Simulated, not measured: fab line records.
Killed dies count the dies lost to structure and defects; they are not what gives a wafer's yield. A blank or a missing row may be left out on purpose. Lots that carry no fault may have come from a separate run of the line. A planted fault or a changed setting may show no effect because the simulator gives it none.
Which tool was responsible? :: flow nandHarc :: Sampling: 12 lots, 36 wafers, 6 of 1302 route steps

== WHAT THE GAUGES READ, wafer by wafer ==
NHARC_A_SGD_CUT_OVL_MEAS_10.
lot: L074
measured: day 19 17:34
on: overlay-02
overlayXNm (nm): -1.3 -1.3 -1.7

lot: L077
measured: day 20 11:29
on: overlay-01
overlayXNm (nm): -0.8 -0.3 -0.6

lot: L079
measured: day 21 05:55
on: overlay-02
overlayXNm (nm): 0.0 -0.1 0.0

lot: L081
measured: day 22 06:27
on: overlay-01
overlayXNm (nm): -0.7 -0.7 -1.4

lot: L083
measured: day 23 04:13
on: overlay-01
overlayXNm (nm): -0.9 -0.8 -0.2

lot: L086
measured: day 24 03:04
on: overlay-01
overlayXNm (nm): 0.5 0.8 0.8

lot: L090
measured: day 25 12:04
on: overlay-02
overlayXNm (nm): 0.5 0.2 0.7

lot: L088
measured: day 25 19:40
on: overlay-02
overlayXNm (nm): -0.2 0.2 0.2

lot: L092
measured: day 26 03:39
on: overlay-02
overlayXNm (nm): 0.5 0.7 0.8

lot: L093
measured: day 27 08:46
on: overlay-02
overlayXNm (nm): -0.1 0.7 0.5

lot: L095
measured: day 28 08:26
on: overlay-02
overlayXNm (nm): 0.5 0.4 0.0

lot: L097
measured: day 29 16:58
on: overlay-02
overlayXNm (nm): -1.2 -1.8 -1.4

== WHAT TOOL EACH LOT RAN ON (gives the tool, then ch and the chambers of the sampled wafers, and finally the start) ==
lot: L074
NHARC_A_STAIRCASE_ETCH_271: rieDiel-11 ch 1,2,3, day 16 17:44
NHARC_A_STAIRCASE_STRIP_295: rieDiel-10 ch 1,2, day 17 18:56 or earlier
NHARC_A_STAIRCASE_STRIP_476: rieDiel-05 ch 0,2, day 17 18:56
NHARC_A_STAIRCASE_DEP_471: pecvd-02 ch 1,2, day 19 16:01
NHARC_A_SGD_CUT_DEP_00: pecvd-01 ch 0,1,2, day 19 16:44

lot: L077
NHARC_A_STAIRCASE_ETCH_271: rieDiel-10 ch 0,1, day 17 20:59
NHARC_A_STAIRCASE_STRIP_295: rieDiel-11 ch 0,1, day 18 14:19 or earlier
NHARC_A_STAIRCASE_STRIP_476: rieDiel-05 ch 0,1, day 18 14:19
NHARC_A_STAIRCASE_DEP_471: pecvd-04 ch 0,1,2, day 20 09:59
NHARC_A_SGD_CUT_DEP_00: pecvd-01 ch 0,1, day 20 10:40

lot: L079
NHARC_A_STAIRCASE_ETCH_271: rieDiel-11 ch 1,2,3, day 18 14:59
NHARC_A_STAIRCASE_STRIP_295: rieDiel-11 ch 0,1, day 19 09:41 or earlier
NHARC_A_STAIRCASE_STRIP_476: rieDiel-11 ch 1,2,3, day 19 09:41
NHARC_A_STAIRCASE_DEP_471: pecvd-02 ch 0,1,2, day 21 04:29
NHARC_A_SGD_CUT_DEP_00: pecvd-01 ch 0,1,2, day 21 05:10

lot: L081
NHARC_A_STAIRCASE_ETCH_271: rieDiel-10 ch 0,2, day 19 06:33
NHARC_A_STAIRCASE_STRIP_295: rieDiel-11 ch 0,1,3, day 20 06:26 or earlier
NHARC_A_STAIRCASE_STRIP_476: rieDiel-11 ch 0,2, day 20 06:26
NHARC_A_STAIRCASE_DEP_471: pecvd-03 ch 1,2, day 22 05:05
NHARC_A_SGD_CUT_DEP_00: pecvd-03 ch 0,2, day 22 05:46

lot: L083
NHARC_A_STAIRCASE_ETCH_271: rieDiel-11 ch 1,2,3, day 20 14:32
NHARC_A_STAIRCASE_STRIP_295: rieDiel-11 ch 0,1,3, day 21 06:32 or earlier
NHARC_A_STAIRCASE_STRIP_476: rieDiel-11 ch 1,2,3, day 21 06:32
NHARC_A_STAIRCASE_DEP_471: pecvd-02 ch 0,1, day 23 02:51
NHARC_A_SGD_CUT_DEP_00: pecvd-03 ch 1,2, day 23 03:32

lot: L086
NHARC_A_STAIRCASE_ETCH_271: rieDiel-10 ch 0,1,3, day 21 09:18
NHARC_A_STAIRCASE_STRIP_295: rieDiel-05 ch 0,1, day 22 04:36 or earlier
NHARC_A_STAIRCASE_STRIP_476: rieDiel-10 ch 1,2, day 22 04:36
NHARC_A_STAIRCASE_DEP_471: pecvd-04 ch 0,2, day 24 01:43
NHARC_A_SGD_CUT_DEP_00: pecvd-01 ch 1,2, day 24 02:23

lot: L090
NHARC_A_STAIRCASE_ETCH_271: rieDiel-05 ch 1,2,3, day 22 20:50
NHARC_A_STAIRCASE_STRIP_295: rieDiel-10 ch 0,3, day 23 13:44 or earlier
NHARC_A_STAIRCASE_STRIP_476: rieDiel-11 ch 0,2,3, day 23 13:44
NHARC_A_STAIRCASE_DEP_471: pecvd-04 ch 0,1, day 25 10:37
NHARC_A_SGD_CUT_DEP_00: pecvd-01 ch 1,2, day 25 11:18

lot: L088
NHARC_A_STAIRCASE_ETCH_271: rieDiel-11 ch 0,2,3, day 23 00:56
NHARC_A_STAIRCASE_STRIP_295: rieDiel-10 ch 1,2,3, day 23 21:49 or earlier
NHARC_A_STAIRCASE_STRIP_476: rieDiel-11 ch 1,2, day 23 21:49
NHARC_A_STAIRCASE_DEP_471: pecvd-03 ch 0,1,2, day 25 18:16
NHARC_A_SGD_CUT_DEP_00: pecvd-01 ch 0,1,2, day 25 18:56

lot: L092
NHARC_A_STAIRCASE_ETCH_271: rieDiel-10 ch 0,2,3, day 23 12:28
NHARC_A_STAIRCASE_STRIP_295: rieDiel-11 ch 0,1,3, day 24 05:21 or earlier
NHARC_A_STAIRCASE_STRIP_476: rieDiel-10 ch 1,2,3, day 24 05:21
NHARC_A_STAIRCASE_DEP_471: pecvd-02 ch 0,1,2, day 26 02:10
NHARC_A_SGD_CUT_DEP_00: pecvd-02 ch 0,1, day 26 02:51

lot: L093
NHARC_A_STAIRCASE_ETCH_271: rieDiel-10 ch 0,2,3, day 24 18:25
NHARC_A_STAIRCASE_STRIP_295: rieDiel-05 ch 1,2, day 25 09:53 or earlier
NHARC_A_STAIRCASE_STRIP_476: rieDiel-11 ch 0,1,2, day 25 09:53
NHARC_A_STAIRCASE_DEP_471: pecvd-03 ch 0,1, day 27 07:16
NHARC_A_SGD_CUT_DEP_00: pecvd-03 ch 0,2, day 27 07:58

lot: L095
NHARC_A_STAIRCASE_ETCH_271: rieDiel-10 ch 1,3, day 25 15:02
NHARC_A_STAIRCASE_STRIP_295: rieDiel-05 ch 0,1,2, day 26 10:56 or earlier
NHARC_A_STAIRCASE_STRIP_476: rieDiel-10 ch 1,3, day 26 10:56
NHARC_A_STAIRCASE_DEP_471: pecvd-02 ch 0,1, day 28 06:58
NHARC_A_SGD_CUT_DEP_00: pecvd-03 ch 0,2, day 28 07:40

lot: L097
NHARC_A_STAIRCASE_ETCH_271: rieDiel-11 ch 2,3, day 26 08:20
NHARC_A_STAIRCASE_STRIP_295: rieDiel-05 ch 2,3, day 27 09:23 or earlier
NHARC_A_STAIRCASE_STRIP_476: rieDiel-05 ch 1,2,3, day 27 09:23
NHARC_A_STAIRCASE_DEP_471: pecvd-04 ch 0,1,2, day 29 15:28
NHARC_A_SGD_CUT_DEP_00: pecvd-01 ch 0,1,2, day 29 16:09
- NHARC_A_STAIRCASE_ETCH_271: etches the open film in CF4/CHF3.
- NHARC_A_STAIRCASE_STRIP_295: strips in O2.
- NHARC_A_STAIRCASE_STRIP_476: strips in O2, time 20 s.
- NHARC_A_STAIRCASE_DEP_471: deposits SiO2, target thk 100 nm.
- NHARC_A_SGD_CUT_DEP_00: deposits SiNx, target thk 50 nm.

== THE ANSWER, worked out from the rows above alone ==
Rule: the usual values come from the lots themselves. The widest of any qualifying gaps counts: lots, ordered by their means at a reading, are off when they make up no more than a third of the lots, leave a main group of 4 or more, and stand apart from it by 3 or more times the standard deviation of that group's means. Not used: any main group whose means are identical at the precision the tables above print for the reading. Also off: a lot with no number at a reading for which 4 or more lots have one. The other lots that the step has rows for count as sound.
None of the lots is off at any reading shown; this tells nothing.

== WHAT THE SIMULATOR HAD INSERTED ==
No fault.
